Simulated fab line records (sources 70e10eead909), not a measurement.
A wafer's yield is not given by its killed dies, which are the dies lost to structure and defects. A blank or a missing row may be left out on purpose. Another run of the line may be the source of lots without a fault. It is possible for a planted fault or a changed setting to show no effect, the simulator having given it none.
Chamber matching	flow nandHarc	NHARC_A_STAIRCASE_DEP_322 on pecvd-02 has 3 sister chambers
The step deposits SiO2, target thk 7200 nm. 6 wafers are shown with their chamber, then 7 later ones without.

EACH WAFER AND ITS CHAMBER
wafer	chamber	heaterPowerW (W)
L083.1	2	685
L087.1	2	646
L087.5	0	628
L087.6	1	582
L091.1	1	695
L091.2	0	773

WAFERS WITH NO CHAMBER GIVEN
wafer	heaterPowerW (W)
L091.4	579
L096.1	792
L096.2	642
L096.5	650
L097.2	638
L097.4	545
L097.6	585

CHAMBER TAKEN BY EACH
wafer	from the rows above	in truth
L091.4	can't be placed: 1 or 2 or 0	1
L096.1	can't be placed: 0 or 2 or 1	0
L096.2	can't be placed: 1 or 2 or 0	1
L096.5	can't be placed: 1 or 2 or 0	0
L097.2	can't be placed: 1 or 2 or 0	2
L097.4	can't be placed: 1 or 2 or 0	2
L097.6	can't be placed: 1 or 2 or 0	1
0 of 7 placed correctly. Not placeable from these rows: 7 (in 7, the candidates include the true chamber). Wrongly placed: 0.
How it was worked out, from the rows above alone: a wafer's distance from a chamber is the root of the sum, over the readings, of the square of ((its reading less the chamber's mean) divided by the reading's scatter). If the next closest chamber is less than 2 further off than the closest, the wafer can't be placed; otherwise it belongs to the closest. Each chamber's mean is taken over the wafers shown for it. How the scatter is found: for the shown wafers, subtract from each reading the mean of its chamber, square and add these, divide the total by (wafers less chambers), then take the root.
